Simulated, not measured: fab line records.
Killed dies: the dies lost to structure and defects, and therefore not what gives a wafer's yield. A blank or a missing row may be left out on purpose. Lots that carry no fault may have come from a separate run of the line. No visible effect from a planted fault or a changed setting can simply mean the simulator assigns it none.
Which tool was responsible?	flow nand harc	22 lots, 66 wafers sampled, at 6 steps of a route of 1302

## WHAT THE GAUGES SHOWED, per wafer
The record holds no reading of a measuring or inspecting step that can be judged against a usual standard deviation.

## TOOL THAT RAN EACH LOT (tool first, then ch and the chambers of the sampled wafers, then the start)
lot	NHARC_A_STAIRCASE_ETCH_13	NHARC_A_STAIRCASE_ETCH_17	NHARC_A_STAIRCASE_ETCH_19	NHARC_A_STAIRCASE_TRIM_20	NHARC_A_STAIRCASE_TRIM_22	NHARC_A_STAIRCASE_ETCH_194
L075	rie diel-06 ch 0,1,2, day 15 15:50 or earlier	rie diel-06 ch 0,2,3, day 15 15:50 or earlier	rie diel-06 ch 0,1, day 15 15:50 or earlier	rie diel-11 ch 1,2, day 15 15:50	rie diel-11 ch 0,1,3, no start	rie diel-06 ch 0,1, no start
L074	rie diel-11 ch 0,1,2, day 15 19:47 or earlier	rie diel-11 ch 0,1,2, day 15 19:47 or earlier	rie diel-11 ch 0,1,3, day 15 19:47 or earlier	rie diel-06 ch 0,1,2, day 15 19:47	rie diel-06 ch 0,2,3, no start	rie diel-01 ch 0,1,3, no start
L076	rie diel-01 ch 2,3, day 16 09:55 or earlier	rie diel-01 ch 1,2, day 16 09:55 or earlier	rie diel-01 ch 1,3, day 16 09:55 or earlier	rie diel-06 ch 0,1, day 16 09:55	rie diel-06 ch 0,1,3, no start	rie diel-06 ch 1,2, no start
L078	rie diel-06 ch 1,3, day 17 09:58 or earlier	rie diel-06 ch 0,1,2, day 17 09:58 or earlier	rie diel-06 ch 1,2,3, day 17 09:58 or earlier	rie diel-01 ch 0,3, day 17 09:58	rie diel-01 ch 1,3, no start	rie diel-01 ch 1,2,3, no start
L077	rie diel-11 ch 1,2,3, day 17 07:31 or earlier	rie diel-11 ch 0,2,3, day 17 07:31 or earlier	rie diel-11 ch 0,2,3, day 17 07:31 or earlier	rie diel-11 ch 0,1,2, day 17 07:31	rie diel-11 ch 0,2,3, no start	rie diel-11 ch 0,1,2, no start
L079	rie diel-06 ch 0,2, day 17 11:10 or earlier	rie diel-06 ch 2,3, day 17 11:10 or earlier	rie diel-06 ch 0,1,3, day 17 11:10 or earlier	rie diel-06 ch 1,3, day 17 11:10	rie diel-06 ch 0,2,3, no start	rie diel-06 ch 0,1,3, no start
L080	rie diel-01 ch 0,1, day 18 06:41 or earlier	rie diel-01 ch 0,3, day 18 06:41 or earlier	rie diel-01 ch 0,1,3, day 18 06:41 or earlier	rie diel-01 ch 0,1, day 18 06:41	rie diel-01 ch 0,1,2, no start	rie diel-06 ch 2,3, no start
L081	rie diel-06 ch 0,1,2, day 18 07:14 or earlier	rie diel-06 ch 0,1,3, day 18 07:14 or earlier	rie diel-06 ch 1,3, day 18 07:14 or earlier	rie diel-06 ch 0,1, day 18 07:14	rie diel-06 ch 0,1,2, no start	rie diel-11 ch 1,2,3, no start
L082	rie diel-01 ch 0,1,2, day 19 01:16 or earlier	rie diel-01 ch 0,2,3, day 19 01:16 or earlier	rie diel-01 ch 0,1,2, day 19 01:16 or earlier	rie diel-01 ch 1,2, day 19 01:16	rie diel-01 ch 1,3, no start	rie diel-01 ch 1,2,3, no start
L083	rie diel-01 ch 1,2,3, day 19 16:03 or earlier	rie diel-01 ch 2,3, day 19 16:03 or earlier	rie diel-01 ch 1,2, day 19 16:03 or earlier	rie diel-01 ch 1,2,3, day 19 16:03	rie diel-01 ch 1,2,3, no start	rie diel-11 ch 0,1,2, no start
L084	rie diel-06 ch 0,1,3, day 19 18:10 or earlier	rie diel-06 ch 1,2,3, day 19 18:10 or earlier	rie diel-06 ch 0,2,3, day 19 18:10 or earlier	rie diel-06 ch 0,1,3, day 19 18:10	rie diel-06 ch 0,1,3, no start	rie diel-11 ch 2,3, no start
L085	rie diel-01 ch 1,2,3, day 20 05:18 or earlier	rie diel-01 ch 2,3, day 20 05:18 or earlier	rie diel-01 ch 0,2,3, day 20 05:18 or earlier	rie diel-01 ch 0,1, day 20 05:18	rie diel-01 ch 0,3, no start	rie diel-06 ch 1,2, no start
L086	rie diel-06 ch 2,3, day 20 19:31 or earlier	rie diel-06 ch 1,2, day 20 19:31 or earlier	rie diel-06 ch 1,2,3, day 20 19:31 or earlier	rie diel-06 ch 1,2, day 20 19:31	rie diel-06 ch 2,3, no start	rie diel-11 ch 0,2, no start
L087	rie diel-01 ch 2,3, day 20 22:53 or earlier	rie diel-01 ch 0,2, day 20 22:53 or earlier	rie diel-01 ch 0,2,3, day 20 22:53 or earlier	rie diel-01 ch 0,2, day 20 22:53	rie diel-01 ch 0,1, no start	rie diel-11 ch 0,2, no start
L088	rie diel-06 ch 0,1,3, day 21 15:19 or earlier	rie diel-06 ch 0,1,2, day 21 15:19 or earlier	rie diel-06 ch 0,2,3, day 21 15:19 or earlier	rie diel-01 ch 1,2,3, day 21 15:19	rie diel-01 ch 0,2, no start	rie diel-11 ch 0,1,2, no start
L090	rie diel-11 ch 0,2,3, day 22 13:33 or earlier	rie diel-11 ch 0,1,2, day 22 13:33 or earlier	rie diel-11 ch 0,3, day 22 13:33 or earlier	rie diel-11 ch 1,3, day 22 13:33	rie diel-11 ch 2,3, no start	rie diel-06 ch 0,1,3, no start
L091	rie diel-11 ch 1,3, day 23 08:27 or earlier	rie diel-11 ch 1,2, day 23 08:27 or earlier	rie diel-11 ch 0,2,3, day 23 08:27 or earlier	rie diel-11 ch 2,3, day 23 08:27	rie diel-11 ch 0,1,3, no start	rie diel-01 ch 0,2,3, no start
L092	rie diel-01 ch 1,2,3, day 23 08:52 or earlier	rie diel-01 ch 2,3, day 23 08:52 or earlier	rie diel-01 ch 0,1,2, day 23 08:52 or earlier	rie diel-01 ch 0,1,3, day 23 08:52	rie diel-01 ch 2,3, no start	rie diel-06 ch 0,2, no start
L093	rie diel-01 ch 2,3, day 23 23:44 or earlier	rie diel-01 ch 1,2, day 23 23:44 or earlier	rie diel-01 ch 0,2, day 23 23:44 or earlier	rie diel-01 ch 0,2, day 23 23:44	rie diel-01 ch 1,2, no start	rie diel-01 ch 0,2,3, no start
L095	rie diel-11 ch 1,2,3, day 24 08:37 or earlier	rie diel-11 ch 1,3, day 24 08:37 or earlier	rie diel-11 ch 1,2,3, day 24 08:37 or earlier	rie diel-11 ch 2,3, day 24 08:37	rie diel-11 ch 0,1,3, no start	rie diel-11 ch 0,1, no start
L096	rie diel-11 ch 0,1,2, day 24 09:16 or earlier	rie diel-11 ch 0,1, day 24 09:16 or earlier	rie diel-11 ch 0,3, day 24 09:16 or earlier	rie diel-11 ch 0,1, day 24 09:16	rie diel-11 ch 1,2,3, no start	rie diel-06 ch 0,2,3, no start
L094	rie diel-06 ch 0,1,3, day 24 12:49 or earlier	rie diel-06 ch 0,2,3, day 24 12:49 or earlier	rie diel-06 ch 0,2,3, day 24 12:49 or earlier	rie diel-06 ch 1,2,3, day 24 12:49	rie diel-06 ch 0,1,2, no start	rie diel-11 ch 1,2,3, no start
- NHARC_A_STAIRCASE_ETCH_13: etches the open film in C4F8/O2, target depth 100 nm, time 40.5 s.
- NHARC_A_STAIRCASE_ETCH_17: etches the open film in C4F8/O2, target depth 100 nm, time 40.5 s.
- NHARC_A_STAIRCASE_ETCH_19: etches the open film in C4F8/O2, target depth 100 nm, time 40.5 s.
- NHARC_A_STAIRCASE_TRIM_20: chemistry O2, time 211.2 s.
- NHARC_A_STAIRCASE_TRIM_22: chemistry O2, time 211.2 s.
- NHARC_A_STAIRCASE_ETCH_194: etches the open film in C4F8/O2, target depth 100 nm, time 40.5 s.

## AS READ BY THE TOOLS THEMSELVES (means over the sampled wafers that have a number; for cases with no such wafer, the mark the record gives instead)
NHARC_A_STAIRCASE_ETCH_13. Usual: chamber pressure mTorr 25.003 mTorr, standard deviation 0.023; oes product au 0.944 a.u., standard deviation 0.019; rf vpp V 896 V, standard deviation 6.7.
lot	tool	chamber pressure mTorr (mTorr)	oes product au (a.u.)	rf vpp V (V)	flag
L075	rie diel-06	25.002	0.967	890	
L074	rie diel-11	24.996	0.962	892	
L076	rie diel-01	24.984	0.946	901	
L078	rie diel-06	24.983	0.920	888	
L077	rie diel-11	24.992	0.915	893	
L079	rie diel-06	25.011	0.952	892	
L080	rie diel-01	25.008	0.956	904	
L081	rie diel-06	25.015	0.929	889	
L082	rie diel-01	25.013	0.956	904	
L083	rie diel-01	25.009	0.933	901	
L084	rie diel-06	25.013	0.935	887	
L085	rie diel-01	25.003	0.929	901	
L086	rie diel-06	25.004	0.948	892	
L087	rie diel-01	24.999	0.944	899	
L088	rie diel-06	24.983	0.957	900	
L090	rie diel-11	25.017	0.941	894	
L091	rie diel-11	24.987	0.932	897	
L092	rie diel-01	25.002	0.951	901	
L093	rie diel-01	24.997	0.950	899	
L095	rie diel-11	24.996	0.937	897	
L096	rie diel-11	25.016	0.926	897	
L094	rie diel-06	24.998	0.955	899	

NHARC_A_STAIRCASE_ETCH_17. Usual: chamber pressure mTorr 25.000 mTorr, standard deviation 0.026; oes product au 0.944 a.u., standard deviation 0.016; rf vpp V 896 V, standard deviation 6.9.
lot	tool	chamber pressure mTorr (mTorr)	oes product au (a.u.)	rf vpp V (V)	flag
L075	rie diel-06	24.991	0.952	890	
L074	rie diel-11	25.007	0.937	892	
L076	rie diel-01	24.989	0.935	897	
L078	rie diel-06	25.005	0.954	890	
L077	rie diel-11	25.024	0.944	894	
L079	rie diel-06	24.980	0.936	890	
L080	rie diel-01	24.986	0.944	897	
L081	rie diel-06	24.980	0.942	887	
L082	rie diel-01	24.994	0.949	899	
L083	rie diel-01	25.011	0.948	901	
L084	rie diel-06	25.020	0.957	889	
L085	rie diel-01	24.989	0.937	897	
L086	rie diel-06	24.993	0.957	890	
L087	rie diel-01	25.012	0.964	902	
L088	rie diel-06	25.003	0.957	896	
L090	rie diel-11	25.003	0.933	897	
L091	rie diel-11	24.996	0.933	897	
L092	rie diel-01	24.957	0.932	897	
L093	rie diel-01	24.974	0.946	904	
L095	rie diel-11	24.989	0.924	901	
L096	rie diel-11	24.978	0.926	897	
L094	rie diel-06	25.012	0.951	895	

NHARC_A_STAIRCASE_ETCH_19. Usual: chamber pressure mTorr 25.001 mTorr, standard deviation 0.023; oes product au 0.945 a.u., standard deviation 0.016; rf vpp V 895 V, standard deviation 6.7.
lot	tool	chamber pressure mTorr (mTorr)	oes product au (a.u.)	rf vpp V (V)	flag
L075	rie diel-06	25.006	0.957	889	
L074	rie diel-11	25.017	0.927	890	
L076	rie diel-01	25.007	0.943	889	
L078	rie diel-06	24.988	0.949	889	
L077	rie diel-11	25.003	0.947	894	
L079	rie diel-06	25.010	0.944	888	
L080	rie diel-01	25.005	0.948	900	
L081	rie diel-06	25.008	0.951	887	
L082	rie diel-01	24.993	0.948	902	
L083	rie diel-01	24.979	0.958	904	
L084	rie diel-06	25.021	0.946	890	
L085	rie diel-01	24.995	0.953	899	
L086	rie diel-06	24.999	0.957	889	
L087	rie diel-01	24.996	0.955	899	
L088	rie diel-06	25.010	0.951	896	
L090	rie diel-11	25.002	0.946	894	
L091	rie diel-11	24.993	0.944	893	
L092	rie diel-01	24.993	0.938	902	
L093	rie diel-01	25.022	0.956	900	
L095	rie diel-11	24.996	0.931	898	
L096	rie diel-11	25.006	0.954	893	
L094	rie diel-06	25.004	0.942	896	

NHARC_A_STAIRCASE_TRIM_20. Usual: chamber pressure mTorr 60.00 mTorr, standard deviation 0.06; drypump motor current A 5.7 A, standard deviation 0.51; oes product au 1.004 a.u., standard deviation 0.015; rf vpp V 57.8 V, standard deviation 0.93; showerhead plenum p Torr 3.53 Torr, standard deviation 0.18; throttle valve pct 17.038 %, standard deviation 0.0095.
lot	tool	chamber pressure mTorr (mTorr)	drypump motor current A (A)	oes product au (a.u.)	rf vpp V (V)	showerhead plenum p Torr (Torr)	throttle valve pct (%)	flag
L075	rie diel-11	60.02	5.3	0.981	57.2	3.37	17.042	
L074	rie diel-06	59.97	5.7	1.012	57.4	3.37	17.053	
L076	rie diel-06	59.99	5.9	1.009	57.4	3.32	17.049	
L078	rie diel-01	60.04	5.8	0.998	57.5	3.55	17.039	
L077	rie diel-11	60.04	5.2	0.996	57.6	3.42	17.030	
L079	rie diel-06	60.00	5.9	1.012	57.4	3.30	17.048	
L080	rie diel-01	60.01	5.6	1.009	57.9	3.70	17.039	
L081	rie diel-06	60.01	5.9	1.007	57.2	3.30	17.034	
L082	rie diel-01	59.96	5.8	0.997	58.6	3.78	17.035	
L083	rie diel-01	60.06	5.9	1.002	58.5	3.67	17.039	
L084	rie diel-06	59.99	5.8	1.001	58.2	3.29	17.035	
L085	rie diel-01	59.94	5.5	1.004	56.9	3.74	17.038	
L086	rie diel-06	60.00	5.9	1.007	56.9	3.34	17.043	
L087	rie diel-01	60.00	6.2	1.020	57.5	3.67	17.041	
L088	rie diel-01	60.01	5.9	0.999	57.7	3.66	17.041	
L090	rie diel-11	59.95	5.1	0.990	58.8	3.68	17.028	
L091	rie diel-11	60.04	5.6	1.012	57.6	3.46	17.034	
L092	rie diel-01	59.99	5.6	0.998	57.7	3.63	17.033	
L093	rie diel-01	59.96	6.4	1.009	59.4	3.68	17.031	
L095	rie diel-11	60.04	5.6	1.002	57.8	3.46	17.039	
L096	rie diel-11	60.00	4.8	0.987	58.5	3.67	17.036	
L094	rie diel-06	60.01	5.7	1.012	59.1	3.68	17.033	

NHARC_A_STAIRCASE_TRIM_22. Usual: chamber pressure mTorr 60.01 mTorr, standard deviation 0.055; drypump motor current A 5.7 A, standard deviation 0.51; oes product au 1.002 a.u., standard deviation 0.016; rf vpp V 57.7 V, standard deviation 0.92; showerhead plenum p Torr 3.54 Torr, standard deviation 0.18; throttle valve pct 17.037 %, standard deviation 0.009.
lot	tool	chamber pressure mTorr (mTorr)	drypump motor current A (A)	oes product au (a.u.)	rf vpp V (V)	showerhead plenum p Torr (Torr)	throttle valve pct (%)	flag
L075	rie diel-11	60.01	5.0	0.983	57.2	3.41	17.043	
L074	rie diel-06	60.07	5.7	1.012	57.2	3.38	17.043	
L076	rie diel-06	60.00	5.8	1.006	57.7	3.31	17.037	
L078	rie diel-01	60.04	5.6	0.997	57.6	3.60	17.041	
L077	rie diel-11	59.99	5.4	1.009	57.2	3.49	17.043	
L079	rie diel-06	59.96	5.7	1.000	57.1	3.37	17.041	
L080	rie diel-01	59.99	5.9	1.006	58.3	3.73	17.035	
L081	rie diel-06	59.99	5.8	1.008	57.2	3.36	17.029	
L082	rie diel-01	60.05	5.4	0.996	58.1	3.70	17.030	
L083	rie diel-01	59.97	5.9	1.003	58.3	3.67	17.033	
L084	rie diel-06	60.01	5.8	0.995	57.1	3.29	17.039	
L085	rie diel-01	60.01	5.8	1.009	58.6	3.59	17.051	
L086	rie diel-06	60.04	5.7	1.020	57.1	3.34	17.041	
L087	rie diel-01	60.01	5.5	1.000	58.6	3.74	17.031	
L088	rie diel-01	59.98	6.1	1.017	58.2	3.67	17.033	
L090	rie diel-11	60.04	5.8	0.989	57.1	3.48	17.031	
L091	rie diel-11	59.98	5.0	0.997	57.3	3.56	17.036	
L092	rie diel-01	60.02	6.4	0.998	57.3	3.64	17.051	
L093	rie diel-01	59.96	5.7	0.997	58.6	3.75	17.025	
L095	rie diel-11	60.03	5.0	1.004	57.9	3.56	17.035	
L096	rie diel-11	60.01	5.4	0.985	57.8	3.57	17.037	
L094	rie diel-06	60.03	5.8	1.012	57.1	3.51	17.036	

NHARC_A_STAIRCASE_ETCH_194. Usual: chamber pressure mTorr 25.000 mTorr, standard deviation 0.023; oes product au 0.946 a.u., standard deviation 0.016; rf vpp V 895 V, standard deviation 6.3.
lot	tool	chamber pressure mTorr (mTorr)	oes product au (a.u.)	rf vpp V (V)	flag
L075	rie diel-06	24.997	0.949	888	
L074	rie diel-01	25.001	0.947	893	
L076	rie diel-06	24.995	0.946	890	
L078	rie diel-01	24.994	0.936	902	
L077	rie diel-11	25.004	0.946	893	
L079	rie diel-06	25.014	0.962	888	
L080	rie diel-06	25.007	0.956	892	
L081	rie diel-11	24.999	0.942	892	
L082	rie diel-01	25.008	0.951	902	
L083	rie diel-11	25.014	0.940	898	
L084	rie diel-11	24.996	0.935	894	
L085	rie diel-06	25.001	0.958	889	
L086	rie diel-11	25.007	0.937	895	
L087	rie diel-11	25.011	0.943	894	
L088	rie diel-11	25.012	0.935	897	
L090	rie diel-06	25.003	0.946	899	
L091	rie diel-01	24.985	0.945	898	
L092	rie diel-06	25.009	0.966	891	
L093	rie diel-01	25.000	0.939	898	
L095	rie diel-11	24.987	0.958	897	
L096	rie diel-06	25.019	0.951	895	
L094	rie diel-11	24.997	0.939	898	

## THE ANSWER, worked out from the rows above alone
Rule: take the mean of a lot's wafers that have a number; if it is more than 3 standard deviations from the usual mean, the lot is off. A lot without any number at a reading at which 4 lots or more have one is off too. The other lots that the step has rows for count as sound. The gauges are gone through in route order, then the tools' own readings, and for those a lot's mean is taken as printed above. The first step at which some lot is off is used, and at that step the reading that is off furthest; a lot without a number counts as furthest.
No lot is off on any of the readings shown, so nothing can be concluded from this.

## WHAT THE SIMULATOR HAD PUT IN
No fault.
